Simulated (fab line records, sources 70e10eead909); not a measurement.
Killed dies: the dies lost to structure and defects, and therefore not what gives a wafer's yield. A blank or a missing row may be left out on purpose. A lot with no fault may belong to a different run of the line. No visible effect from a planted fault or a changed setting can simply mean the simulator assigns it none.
Which tool is to blame?    flow nand-harc    24 lots with 72 wafers sampled at 6 steps, on a route of 1159 steps

## WHAT EACH GAUGE READ, for each wafer
The record lacks any reading of a measuring or inspecting step that a usual standard deviation could be used to judge.

## TOOL THAT RAN EACH LOT (tool first, then ch and the chambers of the sampled wafers, then the start)
lot   NHARC_A_STAIRCASE_TRIM_222                     NHARC_A_STAIRCASE_ETCH_236                     NHARC_A_STAIRCASE_HM_DEP_456   NHARC_A_STAIRCASE_DEP_301        NHARC_A_STAIRCASE_ALD_415         NHARC_A_STAIRCASE_ALD_420
L074  rie-diel-10 ch 0,1, day 11 21:06 or earlier    rie-diel-10 ch 0,1,3, day 11 21:06 or earlier  acl-dep-02 ch 0, day 11 21:06  pecvd-02 ch 0,1, day 12 05:52    ald-hk-03 ch 0,2,3, day 12 08:39  ald-hk-03 ch 1,2,3, day 12 18:31
L076  rie-diel-10 ch 0,3, day 11 23:57 or earlier    rie-diel-10 ch 0,1,2, day 11 23:57 or earlier  acl-dep-01 ch 0, day 11 23:57  pecvd-02 ch 0,2, day 12 09:59    ald-hk-02 ch 0,1,3, day 12 13:29  ald-hk-03 ch 0,1,2, day 12 19:27
L075  rie-diel-11 ch 0,2,3, day 11 22:22 or earlier  rie-diel-11 ch 1,2,3, day 11 22:22 or earlier  acl-dep-03 ch 0, day 11 22:22  pecvd-04 ch 0,1, day 12 07:40    ald-hk-02 ch 0,1,2, day 12 10:51  ald-hk-01 ch 0,2,3, day 12 18:47
L079  rie-diel-10 ch 2,3, day 12 03:04 or earlier    rie-diel-11 ch 2,3, day 12 03:04 or earlier    acl-dep-01 ch 0, day 12 03:04  pecvd-02 ch 0,1,2, day 12 12:15  ald-hk-03 ch 0,1, day 12 16:25    ald-hk-03 ch 0,1, day 13 01:20
L078  rie-diel-10 ch 0,1,2, day 12 04:26 or earlier  rie-diel-10 ch 1,3, day 12 04:26 or earlier    acl-dep-03 ch 0, day 12 04:26  pecvd-02 ch 0,2, day 12 12:41    ald-hk-01 ch 0,2,3, day 12 17:52  ald-hk-01 ch 0,1,2, day 13 01:41
L077  rie-diel-10 ch 2,3, day 12 12:26 or earlier    rie-diel-10 ch 1,2, day 12 12:26 or earlier    acl-dep-03 ch 0, day 12 12:26  pecvd-03 ch 1,2, day 12 19:38    ald-hk-01 ch 2,3, day 12 23:01    ald-hk-03 ch 1,2,3, day 13 05:34
L081  rie-diel-10 ch 0,2,3, day 12 22:44 or earlier  rie-diel-10 ch 0,1,3, day 12 22:44 or earlier  acl-dep-01 ch 0, day 12 22:44  pecvd-02 ch 0,1,2, day 13 08:31  ald-hk-01 ch 1,3, day 13 11:22    ald-hk-02 ch 0,2,3, day 13 17:25
L080  rie-diel-09 ch 0,1,3, day 13 00:10 or earlier  rie-diel-10 ch 0,2, day 13 00:10 or earlier    acl-dep-03 ch 0, day 13 00:10  pecvd-02 ch 0,1, day 13 12:44    ald-hk-03 ch 2,3, day 13 15:36    ald-hk-03 ch 0,2, day 13 21:57
L082  rie-diel-11 ch 0,1, day 13 14:04 or earlier    rie-diel-11 ch 0,3, day 13 14:04 or earlier    acl-dep-02 ch 0, day 13 14:04  pecvd-02 ch 1,2, day 13 23:46    ald-hk-03 ch 0,1,2, day 14 02:54  ald-hk-01 ch 1,2, day 14 10:17
L084  rie-diel-09 ch 0,2,3, day 13 16:14 or earlier  rie-diel-11 ch 1,3, day 13 16:14 or earlier    acl-dep-02 ch 0, day 13 16:14  pecvd-04 ch 1,2, day 14 01:36    ald-hk-01 ch 0,2,3, day 14 09:22  ald-hk-01 ch 1,2, day 14 14:56
L083  rie-diel-10 ch 0,1,3, day 13 17:56 or earlier  rie-diel-10 ch 0,2,3, day 13 17:56 or earlier  acl-dep-01 ch 0, day 13 17:56  pecvd-03 ch 0,1, day 14 02:14    ald-hk-02 ch 0,2, day 14 09:19    ald-hk-02 ch 2,3, day 14 14:56
L087  rie-diel-09 ch 0,1,2, day 14 18:11 or earlier  rie-diel-09 ch 0,2,3, day 14 18:11 or earlier  acl-dep-01 ch 0, day 14 18:11  pecvd-03 ch 1,2, day 15 02:24    ald-hk-03 ch 0,1,3, day 15 05:17  ald-hk-02 ch 0,2,3, day 15 11:25
L085  rie-diel-09 ch 0,1,2, day 14 20:08 or earlier  rie-diel-11 ch 1,2,3, day 14 20:08 or earlier  acl-dep-02 ch 0, day 14 20:08  pecvd-04 ch 0,1,2, day 15 02:50  ald-hk-02 ch 0,1,2, day 15 06:03  ald-hk-01 ch 0,2,3, day 15 11:52
L086  rie-diel-11 ch 0,1,3, day 14 21:21 or earlier  rie-diel-11 ch 1,2,3, day 14 21:21 or earlier  acl-dep-02 ch 0, day 14 21:21  pecvd-03 ch 1,2, day 15 04:14    ald-hk-03 ch 1,2,3, day 15 06:55  ald-hk-03 ch 0,2,3, day 15 11:25
L088  rie-diel-09 ch 2,3, day 15 06:15 or earlier    rie-diel-10 ch 0,1,2, day 15 06:15 or earlier  acl-dep-01 ch 0, day 15 06:15  pecvd-03 ch 0,2, day 15 13:30    ald-hk-03 ch 1,2, day 15 16:32    ald-hk-03 ch 0,3, day 15 20:44
L089  rie-diel-11 ch 1,2, day 15 04:25 or earlier    rie-diel-11 ch 0,1, day 15 04:25 or earlier    acl-dep-01 ch 0, day 15 04:25  pecvd-04 ch 0,1, day 15 11:37    ald-hk-02 ch 0,1,2, day 15 15:08  ald-hk-02 ch 0,1,2, day 15 20:43
L091  rie-diel-11 ch 0,2,3, day 15 09:14 or earlier  rie-diel-10 ch 0,2,3, day 15 09:14 or earlier  acl-dep-01 ch 0, day 15 09:14  pecvd-03 ch 0,1,2, day 15 20:18  ald-hk-02 ch 0,1,2, day 15 23:44  ald-hk-03 ch 0,2,3, day 16 05:46
L090  rie-diel-11 ch 1,2, day 15 10:21 or earlier    rie-diel-10 ch 0,1,2, day 15 10:21 or earlier  acl-dep-02 ch 0, day 15 10:21  pecvd-03 ch 1,2, day 15 20:35    ald-hk-01 ch 0,1,3, day 16 01:04  ald-hk-03 ch 2,3, day 16 06:34
L092  rie-diel-10 ch 1,2, day 15 17:53 or earlier    rie-diel-11 ch 0,2,3, day 15 17:53             acl-dep-01 ch 0, day 15 23:43  pecvd-04 ch 0,2, day 16 07:02    ald-hk-02 ch 0,3, day 16 09:49    ald-hk-03 ch 2,3, day 16 15:55
L093  rie-diel-11 ch 0,2, day 16 04:44 or earlier    rie-diel-09 ch 1,2,3, day 16 04:44 or earlier  acl-dep-02 ch 0, day 16 04:44  pecvd-04 ch 0,1, day 16 12:07    ald-hk-02 ch 0,3, day 16 16:23    ald-hk-02 ch 0,1,3, day 17 00:20
L095  rie-diel-10 ch 0,1,2, day 16 10:27 or earlier  rie-diel-10 ch 0,2,3, day 16 10:27 or earlier  acl-dep-02 ch 0, day 16 10:27  pecvd-03 ch 0,2, day 16 17:40    ald-hk-03 ch 0,1,3, day 16 21:45  ald-hk-02 ch 0,1, day 17 03:21
L094  rie-diel-09 ch 0,1, day 16 12:04 or earlier    rie-diel-09 ch 0,2, day 16 12:04 or earlier    acl-dep-01 ch 0, day 16 12:04  pecvd-02 ch 0,1,2, day 16 19:13  ald-hk-01 ch 0,2, day 16 22:23    ald-hk-01 ch 0,1,3, day 17 03:36
L096  rie-diel-10 ch 1,2, day 17 00:45 or earlier    rie-diel-10 ch 0,1,2, day 17 00:45 or earlier  acl-dep-01 ch 0, day 17 00:45  pecvd-02 ch 1,2, day 17 07:19    ald-hk-02 ch 1,2,3, day 17 10:54  ald-hk-03 ch 2,3, day 17 16:28
L097  rie-diel-11 ch 0,1,3, day 17 10:22 or earlier  rie-diel-11 ch 1,2,3, day 17 10:22 or earlier  acl-dep-03 ch 0, day 17 10:22  pecvd-03 ch 0,1, day 17 17:23    ald-hk-03 ch 0,2,3, day 17 20:19  ald-hk-03 ch 0,1,3, day 18 02:22
- NHARC_A_STAIRCASE_TRIM_222: chemistry O2, time 211.2 s.
- NHARC_A_STAIRCASE_ETCH_236: etches the open film in C4F8/O2, target depth 100 nm, time 40.5 s.
- NHARC_A_STAIRCASE_HM_DEP_456: deposits aC, target thk 1500 nm.
- NHARC_A_STAIRCASE_DEP_301: deposits SiON, target thk 30 nm.
- NHARC_A_STAIRCASE_ALD_415: deposits SiO2, target thk 30 nm, pulse time 6 s, ald cycles 300.
- NHARC_A_STAIRCASE_ALD_420: deposits SiO2, target thk 20 nm, pulse time 6 s, ald cycles 200.

## WHAT THE TOOLS THEMSELVES READ (means of the sampled wafers that have a number; where no wafer has one, the mark that the record gives instead)
NHARC_A_STAIRCASE_TRIM_222.
lot   tool         drypump-motor-current-A (A)  mfc-ar-sccm (sccm)  oes-product-au (a.u.)  rf-vpp-V (V)  showerhead-plenum-p-Torr (Torr)  throttle-valve-pct (%)
L074  rie-diel-10  5.2                          0.008               1.001                  58.5          3.57                             17.038
L076  rie-diel-10  5.6                          0.005               0.995                  57.6          3.46                             17.028
L075  rie-diel-11  6.0                          0.007               0.994                  58.5          3.74                             17.034
L079  rie-diel-10  5.9                          0.002               0.995                  57.5          3.36                             17.035
L078  rie-diel-10  5.2                          0.008               0.998                  58.2          3.54                             17.032
L077  rie-diel-10  5.9                          0.002               0.999                  57.9          3.35                             17.039
L081  rie-diel-10  5.6                          0.005               1.008                  56.8          3.43                             17.037
L080  rie-diel-09  5.3                          0.018               1.001                  58.3          3.49                             17.034
L082  rie-diel-11  6.1                          0.011               0.995                  57.7          3.50                             17.036
L084  rie-diel-09  5.6                          0.005               1.009                  56.7          3.44                             17.041
L083  rie-diel-10  5.6                          0.006               1.000                  57.7          3.49                             17.027
L087  rie-diel-09  5.2                          0.018               1.004                  58.1          3.54                             17.046
L085  rie-diel-09  5.2                          0.018               1.006                  57.9          3.54                             17.040
L086  rie-diel-11  6.0                          0.009               0.998                  57.7          3.58                             17.027
L088  rie-diel-09  5.6                          0.000               1.017                  56.8          3.45                             17.041
L089  rie-diel-11  5.9                          0.004               0.995                  57.0          3.49                             17.039
L091  rie-diel-11  6.0                          0.007               0.991                  58.0          3.72                             17.034
L090  rie-diel-11  5.9                          0.002               0.976                  57.0          3.63                             17.038
L092  rie-diel-10  5.2                          0.008               1.001                  57.8          3.56                             17.036
L093  rie-diel-11  6.1                          0.007               0.981                  58.7          3.78                             17.036
L095  rie-diel-10  5.3                          0.008               1.013                  57.8          3.53                             17.041
L094  rie-diel-09  5.0                          0.031               1.001                  58.4          3.58                             17.045
L096  rie-diel-10  5.2                          0.008               1.009                  57.5          3.50                             17.034
L097  rie-diel-11  6.0                          0.009               0.993                  58.6          3.57                             17.035

NHARC_A_STAIRCASE_ETCH_236.
lot   tool         oes-product-au (a.u.)  rf-vpp-V (V)
L074  rie-diel-10  0.939                  895
L076  rie-diel-10  0.937                  896
L075  rie-diel-11  0.940                  898
L079  rie-diel-11  0.951                  901
L078  rie-diel-10  0.941                  896
L077  rie-diel-10  0.968                  896
L081  rie-diel-10  0.956                  894
L080  rie-diel-10  0.946                  895
L082  rie-diel-11  0.945                  901
L084  rie-diel-11  0.947                  893
L083  rie-diel-10  0.949                  892
L087  rie-diel-09  0.948                  893
L085  rie-diel-11  0.931                  897
L086  rie-diel-11  0.945                  897
L088  rie-diel-10  0.952                  897
L089  rie-diel-11  0.936                  895
L091  rie-diel-10  0.942                  892
L090  rie-diel-10  0.946                  896
L092  rie-diel-11  0.918                  902
L093  rie-diel-09  0.937                  894
L095  rie-diel-10  0.946                  899
L094  rie-diel-09  0.946                  895
L096  rie-diel-10  0.952                  896
L097  rie-diel-11  0.945                  898

NHARC_A_STAIRCASE_HM_DEP_456.
lot   tool        throttle-valve-pct (%)
L074  acl-dep-02  35.005
L076  acl-dep-01  34.999
L075  acl-dep-03  35.002
L079  acl-dep-01  34.998
L078  acl-dep-03  35.001
L077  acl-dep-03  35.005
L081  acl-dep-01  35.004
L080  acl-dep-03  35.004
L082  acl-dep-02  35.004
L084  acl-dep-02  34.997
L083  acl-dep-01  35.000
L087  acl-dep-01  34.986
L085  acl-dep-02  34.992
L086  acl-dep-02  34.999
L088  acl-dep-01  35.012
L089  acl-dep-01  35.007
L091  acl-dep-01  35.003
L090  acl-dep-02  35.001
L092  acl-dep-01  35.003
L093  acl-dep-02  35.001
L095  acl-dep-02  35.004
L094  acl-dep-01  35.001
L096  acl-dep-01  34.999
L097  acl-dep-03  35.005

NHARC_A_STAIRCASE_DEP_301.
lot   tool      heater-power-outer-w (W)  heater-power-w (W)
L074  pecvd-02  452                       765
L076  pecvd-02  424                       762
L075  pecvd-04  526                       792
L079  pecvd-02  476                       787
L078  pecvd-02  462                       815
L077  pecvd-03  450                       759
L081  pecvd-02  494                       826
L080  pecvd-02  522                       842
L082  pecvd-02  502                       851
L084  pecvd-04  521                       808
L083  pecvd-03  496                       779
L087  pecvd-03  477                       826
L085  pecvd-04  448                       736
L086  pecvd-03  533                       903
L088  pecvd-03  465                       750
L089  pecvd-04  508                       780
L091  pecvd-03  480                       789
L090  pecvd-03  483                       805
L092  pecvd-04  432                       748
L093  pecvd-04  436                       690
L095  pecvd-03  502                       792
L094  pecvd-02  440                       757
L096  pecvd-02  455                       796
L097  pecvd-03  507                       781

NHARC_A_STAIRCASE_ALD_415.
lot   tool       heater-power-outer-w (W)  heater-power-w (W)  precursor-pulse-height-rel
L074  ald-hk-03  270                       481                 1.000
L076  ald-hk-02  286                       497                 1.003
L075  ald-hk-02  282                       478                 1.014
L079  ald-hk-03  282                       495                 1.019
L078  ald-hk-01  310                       524                 0.990
L077  ald-hk-01  310                       514                 1.008
L081  ald-hk-01  299                       503                 0.990
L080  ald-hk-03  258                       459                 1.005
L082  ald-hk-03  278                       486                 0.999
L084  ald-hk-01  310                       535                 0.986
L083  ald-hk-02  278                       457                 0.991
L087  ald-hk-03  275                       484                 0.993
L085  ald-hk-02  277                       464                 1.003
L086  ald-hk-03  264                       475                 1.011
L088  ald-hk-03  264                       477                 0.988
L089  ald-hk-02  273                       474                 1.022
L091  ald-hk-02  272                       480                 1.012
L090  ald-hk-01  302                       516                 1.004
L092  ald-hk-02  290                       493                 1.012
L093  ald-hk-02  291                       498                 0.979
L095  ald-hk-03  275                       498                 1.001
L094  ald-hk-01  303                       535                 0.990
L096  ald-hk-02  257                       446                 0.988
L097  ald-hk-03  275                       483                 1.000

NHARC_A_STAIRCASE_ALD_420.
lot   tool       heater-power-outer-w (W)  heater-power-w (W)  precursor-pulse-height-rel
L074  ald-hk-03  267                       478                 1.002
L076  ald-hk-03  278                       483                 0.997
L075  ald-hk-01  308                       531                 1.003
L079  ald-hk-03  290                       509                 0.991
L078  ald-hk-01  297                       521                 1.001
L077  ald-hk-03  267                       471                 0.981
L081  ald-hk-02  268                       455                 1.013
L080  ald-hk-03  278                       478                 0.998
L082  ald-hk-01  286                       496                 0.992
L084  ald-hk-01  291                       496                 0.973
L083  ald-hk-02  251                       430                 1.000
L087  ald-hk-02  272                       457                 1.012
L085  ald-hk-01  318                       525                 1.002
L086  ald-hk-03  272                       478                 1.003
L088  ald-hk-03  271                       484                 0.998
L089  ald-hk-02  274                       479                 1.022
L091  ald-hk-03  278                       490                 1.025
L090  ald-hk-03  260                       468                 1.004
L092  ald-hk-03  263                       470                 0.979
L093  ald-hk-02  272                       480                 1.007
L095  ald-hk-02  290                       510                 1.009
L094  ald-hk-01  304                       518                 1.006
L096  ald-hk-03  263                       469                 1.012
L097  ald-hk-03  274                       487                 1.030

## THE ANSWER, worked out from the rows above alone
Rule: the lots themselves supply what counts as usual. Put in order of their means at a reading, lots are off if they are a third of the lots or fewer, leave a main group of 4 or more, and stand apart from it by a gap of 3 or more times the standard deviation of the main group's means; of several such gaps the widest counts. A main group is skipped when, at the precision printed for the reading in the tables above, its means are all equal. A lot without any number at a reading at which 4 lots or more have one is off too. Any other lot the step has rows for is counted as sound. Order of review: gauges by route order, followed by the tools' own readings, for which a lot's mean as printed above is used. At the first step where some lot is off, the reading lying furthest off is the one used; lots without a number count as furthest.
Nothing can be told from this: no lot is off at any reading shown.

## WHAT HAD BEEN PUT IN BY THE SIMULATOR
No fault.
